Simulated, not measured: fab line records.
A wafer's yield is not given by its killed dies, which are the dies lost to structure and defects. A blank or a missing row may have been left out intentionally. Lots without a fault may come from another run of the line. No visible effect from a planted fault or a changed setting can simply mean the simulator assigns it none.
Chamber matching / flow n5_finfet / N5_SDB_ALD_29 on ald_sin-01: 3 sister chambers
The step deposits SiNx, target thk 30 nm, pulse time 1 s, ald cycles 600. 27 wafers are shown with their chamber, then 12 later ones without.

## EACH WAFER AND ITS CHAMBER
wafer=L076.2; chamber=1; heater_power_w (W)=810; precursor_pulse_height_rel=0.970
wafer=L076.3; chamber=3; heater_power_w (W)=866; precursor_pulse_height_rel=0.989
wafer=L076.5; chamber=1; heater_power_w (W)=819; precursor_pulse_height_rel=1.019
wafer=L080.1; chamber=2; heater_power_w (W)=754; precursor_pulse_height_rel=0.994
wafer=L080.3; chamber=3; heater_power_w (W)=793; precursor_pulse_height_rel=0.995
wafer=L080.5; chamber=1; heater_power_w (W)=796; precursor_pulse_height_rel=1.012
wafer=L082.1; chamber=1; heater_power_w (W)=793; precursor_pulse_height_rel=0.997
wafer=L082.2; chamber=2; heater_power_w (W)=768; precursor_pulse_height_rel=1.000
wafer=L082.3; chamber=3; heater_power_w (W)=808; precursor_pulse_height_rel=1.015
wafer=L082.4; chamber=2; heater_power_w (W)=762; precursor_pulse_height_rel=1.021
wafer=L082.5; chamber=1; heater_power_w (W)=811; precursor_pulse_height_rel=1.029
wafer=L082.6; chamber=3; heater_power_w (W)=815; precursor_pulse_height_rel=1.016
wafer=L086.1; chamber=2; heater_power_w (W)=762; precursor_pulse_height_rel=1.024
wafer=L086.4; chamber=2; heater_power_w (W)=762; precursor_pulse_height_rel=0.994
wafer=L086.6; chamber=3; heater_power_w (W)=808; precursor_pulse_height_rel=0.991
wafer=L088.2; chamber=3; heater_power_w (W)=817; precursor_pulse_height_rel=1.014
wafer=L088.5; chamber=2; heater_power_w (W)=750; precursor_pulse_height_rel=1.002
wafer=L088.6; chamber=1; heater_power_w (W)=809; precursor_pulse_height_rel=1.011
wafer=L089.4; chamber=2; heater_power_w (W)=761; precursor_pulse_height_rel=0.993
wafer=L089.5; chamber=1; heater_power_w (W)=786; precursor_pulse_height_rel=1.014
wafer=L089.6; chamber=3; heater_power_w (W)=810; precursor_pulse_height_rel=1.007
wafer=L090.1; chamber=2; heater_power_w (W)=763; precursor_pulse_height_rel=0.953
wafer=L090.2; chamber=1; heater_power_w (W)=783; precursor_pulse_height_rel=0.985
wafer=L090.6; chamber=2; heater_power_w (W)=761; precursor_pulse_height_rel=0.998
wafer=L091.1; chamber=3; heater_power_w (W)=808; precursor_pulse_height_rel=1.002
wafer=L091.3; chamber=3; heater_power_w (W)=813; precursor_pulse_height_rel=0.977
wafer=L091.5; chamber=2; heater_power_w (W)=757; precursor_pulse_height_rel=0.986

SIGNATURES (means of the wafers above)
reading=heater_power_w; chamber 1=800.88; chamber 2=760.00; chamber 3=815.33; scatter within a chamber=14
reading=precursor_pulse_height_rel; chamber 1=1.00462; chamber 2=0.99650; chamber 3=1.00067; scatter within a chamber=0.0177
Rule: a wafer's distance from a chamber is the root of the sum, over the readings, of the square of ((its reading less the chamber's mean) divided by the reading's scatter). If the next closest chamber is less than 2 further off than the closest, the wafer can't be placed; otherwise it belongs to the closest. How the scatter is found: for the shown wafers, subtract from each reading the mean of its chamber, square and add these, divide the total by (wafers less chambers), then take the root.

## WAFERS MISSING THEIR CHAMBER
wafer=L092.1; heater_power_w (W)=842; precursor_pulse_height_rel=0.993
wafer=L092.2; heater_power_w (W)=756; precursor_pulse_height_rel=1.029
wafer=L092.3; heater_power_w (W)=823; precursor_pulse_height_rel=0.996
wafer=L092.4; heater_power_w (W)=746; precursor_pulse_height_rel=1.007
wafer=L092.5; heater_power_w (W)=815; precursor_pulse_height_rel=0.954
wafer=L092.6; heater_power_w (W)=754; precursor_pulse_height_rel=0.995
wafer=L096.1; heater_power_w (W)=740; precursor_pulse_height_rel=1.012
wafer=L096.2; heater_power_w (W)=804; precursor_pulse_height_rel=0.968
wafer=L096.3; heater_power_w (W)=767; precursor_pulse_height_rel=1.025
wafer=L096.4; heater_power_w (W)=820; precursor_pulse_height_rel=0.989
wafer=L096.5; heater_power_w (W)=768; precursor_pulse_height_rel=0.988
wafer=L096.6; heater_power_w (W)=829; precursor_pulse_height_rel=0.972

## WHICH CHAMBER EACH WENT THROUGH
wafer=L092.1; from the rows above=can't be placed: 3 or 1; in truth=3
wafer=L092.2; from the rows above=can't be placed: 2 or 1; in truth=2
wafer=L092.3; from the rows above=can't be placed: 3 or 1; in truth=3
wafer=L092.4; from the rows above=2; in truth=2
wafer=L092.5; from the rows above=can't be placed: 3 or 1 or 2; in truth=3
wafer=L092.6; from the rows above=2; in truth=2
wafer=L096.1; from the rows above=2; in truth=2
wafer=L096.2; from the rows above=can't be placed: 3 or 1 or 2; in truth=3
wafer=L096.3; from the rows above=can't be placed: 2 or 1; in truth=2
wafer=L096.4; from the rows above=can't be placed: 3 or 1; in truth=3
wafer=L096.5; from the rows above=can't be placed: 2 or 1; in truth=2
wafer=L096.6; from the rows above=can't be placed: 3 or 1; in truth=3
3 of 12 placed correctly. These rows do not allow placing 9 (true chamber among the candidates in 9). 0 placed wrongly.
